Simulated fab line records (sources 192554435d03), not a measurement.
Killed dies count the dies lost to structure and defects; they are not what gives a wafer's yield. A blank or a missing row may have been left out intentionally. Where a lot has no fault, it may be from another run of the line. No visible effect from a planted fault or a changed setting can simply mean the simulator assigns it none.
Split-lot experiment ; flow n5_finfet ; 39 wafers read from 7 lots, route of 1938 steps

## SPLIT DETAILS
At N5_STI_FIN_REVEAL_ETCHBACK_08 (etches SiO2 in C4F6/O2, target depth 30.5 nm, time 10.167 s), the setting time_s was moved away from the recipe's 10.167 s on 15 of the 39 wafers read, by -52.0% to +38.1%. All remaining wafers had this setting at the recipe value.

## FROM THE SPLIT TO THE READING: what the file shows between them, 3 steps
- N5_STI_FIN_REVEAL_STRIP_24: strips in N2/H2, time 90 s
- N5_STI_FIN_REVEAL_PRECLEAN_25: cleans in SPM, time 90 s
- N5_STI_FIN_REVEAL_SRD_23: time 30 s

## THE READING
trench_depth_nm, in nm, at N5_STI_FIN_REVEAL_FIN_H_MEAS_10. On this fab line, fault-free wafers typically give 52.2 nm with a standard deviation of 0.7 nm.

wafer;tool, chamber at the split;time_s as run, s;against the recipe;trench_depth_nm, nm;against lot-mates on the recipe
L074.1;rie_diel-01, 1,0,2;10.167;recipe;52.9;-
L074.2;rie_diel-01, 1,0,2;10.167;recipe;52.6;-
L074.3;rie_diel-01, 1,0,2;10.167;recipe;52.7;-
L074.4;rie_diel-01, 3,1,0;7.284;-28.4%;44.3;-8.4
L074.5;rie_diel-01, 3,1,0;7.284;-28.4%;44.1;-8.6
L074.6;rie_diel-01, 3,1,0;7.284;-28.4%;43.8;-8.9
L077.1;rie_diel-04, 1,1,0;6.728;-33.8%;41.4;-10.6
L077.2;rie_diel-04, 0,3,2;10.167;recipe;51.6;-
L077.3;rie_diel-04, 0,3,2;10.167;recipe;51.8;-
L077.4;rie_diel-04, 0,3,2;10.167;recipe;52.6;-
L077.5;rie_diel-04, 1,1,0;6.728;-33.8%;41.6;-10.4
L077.6;rie_diel-04, 1,1,0;6.728;-33.8%;41.7;-10.3
L078.1;rie_diel-04, 3,2,0;14.04;+38.1%;64.2;+12.2
L078.2;rie_diel-04, 0,1,1;10.167;recipe;51.8;-
L078.3;rie_diel-04, 0,1,1;10.167;recipe;52.2;-
L078.4;rie_diel-04, 3,2,0;14.04;+38.1%;63.8;+11.8
L078.5;rie_diel-04, 0,1,1;10.167;recipe;52.1;-
L078.6;rie_diel-04, 3,2,0;14.04;+38.1%;63.3;+11.3
L086.1;rie_diel-04, 2,1,3,0,2,3;10.167;recipe;50.9;-
L086.2;rie_diel-04, 2,1,3,0,2,3;10.167;recipe;51.5;-
L086.3;rie_diel-04, 2,1,3,0,2,3;10.167;recipe;51.5;-
L086.4;rie_diel-04, 2,1,3,0,2,3;10.167;recipe;51.2;-
L086.5;rie_diel-04, 2,1,3,0,2,3;10.167;recipe;51.8;-
L086.6;rie_diel-04, 2,1,3,0,2,3;10.167;recipe;51.7;-
L088.1;rie_diel-06, 1,3,2;10.167;recipe;52.4;-
L088.2;rie_diel-06, 1,3,2;10.167;recipe;52.1;-
L088.3;rie_diel-06, 1,3,2;10.167;recipe;52.4;-
L088.4;rie_diel-06, 0,0,1;8.626;-15.2%;46.8;-5.5
L088.5;rie_diel-06, 0,0,1;8.626;-15.2%;46.7;-5.6
L088.6;rie_diel-06, 0,0,1;8.626;-15.2%;48.1;-4.2
L089.2;rie_diel-04, 2,3,3;10.167;recipe;52.3;-
L089.3;rie_diel-04, 2,3,3;10.167;recipe;52.1;-
L089.4;rie_diel-04, 2,3,3;10.167;recipe;52.5;-
L090.1;rie_diel-01, 2,1,0;4.882;-52.0%;36.1;-16.4
L090.2;rie_diel-01, 0,3,3;10.167;recipe;52.7;-
L090.3;rie_diel-01, 2,1,0;4.882;-52.0%;37.0;-15.5
L090.4;rie_diel-01, 0,3,3;10.167;recipe;52.6;-
L090.5;rie_diel-01, 2,1,0;4.882;-52.0%;36.5;-16.0
L090.6;rie_diel-01, 0,3,3;10.167;recipe;52.1;-
Rows listing several chambers each stand for several wafers; the file does not say which wafer went through which chamber.

THE FIT
A straight line over all 39 wafers: trench_depth_nm changes by +0.302 nm for each +1% of time_s; r = +1.00; the points scatter about the line by 0.52 nm.
The same after taking each lot's own level away (the mean of its wafers on the recipe; 39 wafers): +0.308 nm for each +1%; r = +1.00; scatter 0.34 nm.
According to that fit, moving time_s by its largest amount changes the reading by 16 nm.
The span of the lots' own levels, 51.43 to 52.73 nm, comes to 1.9 times the standard deviation stated above.
The two slopes are in agreement: the lot-to-lot level therefore moves the slope only a little.
Check: for one of the wafers moved furthest among these (-52.0%), held out of the fit, the line's prediction against its lot-mates is -16 nm. Against them it came out at -16.4 nm.

## FURTHER SPLITS ON THESE WAFERS
These wafers also went through other splits before the reading. Each is held against what the fit with the lots' levels taken away leaves over:
other split on the same wafers;wafers away from the commonest value;r with trench_depth_nm (lot level and that fit taken away)
N5_ZERO_LAYER_DEVELOP_10 develop_time_s;15;+0.30

## THE FILE'S OWN FIT
trench_depth_nm changes by +0.308 nm for each +1% of time_s, r = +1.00.
